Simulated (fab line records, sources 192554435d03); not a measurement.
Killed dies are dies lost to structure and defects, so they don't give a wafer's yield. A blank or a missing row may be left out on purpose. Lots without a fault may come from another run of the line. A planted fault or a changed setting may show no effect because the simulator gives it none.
Chamber matching | flow n5_finfet | N5_BEOL_M2_PRE_CLEAN_60 on cvd_co-01: 3 sister chambers
The step time 15 s. 3 wafers are shown with their chamber, then 8 later ones without.

WAFERS WITH THEIR CHAMBER
wafer  | chamber | heater_power_outer_w (W)
L092.2 | 1       | 46
L092.5 | 2       | 27
L093.3 | 0       | 24

WAFERS WITHOUT THEIR CHAMBER
wafer  | heater_power_outer_w (W)
L093.4 | 25
L093.6 | 47
L094.3 | 24
L094.4 | 47
L094.5 | 28
L095.1 | 25
L095.4 | 24
L095.6 | 47

WHICH CHAMBER EACH WENT THROUGH
wafer  | from the rows above     | in truth
L093.4 | can't be placed: 0 or 2 | 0
L093.6 | 1                       | 1
L094.3 | 0                       | 0
L094.4 | 1                       | 1
L094.5 | 2                       | 2
L095.1 | can't be placed: 0 or 2 | 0
L095.4 | 0                       | 0
L095.6 | 1                       | 1
Placed correctly: 6 of 8. Can't be placed from these rows: 2 (the true chamber is among the candidates in 2). Placed wrongly: 0.
How it was worked out, from the rows above alone: a wafer's distance from a chamber is the root of the sum, over the readings, of the square of ((its reading less the chamber's mean) divided by the reading's scatter). The wafer belongs to the nearest chamber; if the next one is less than 2 further off, it can't be placed. A chamber's mean is the mean of its shown wafers. The scatter: with one shown wafer a chamber, the root of the mean of the squares of how far each hidden wafer lies from its nearest shown one.
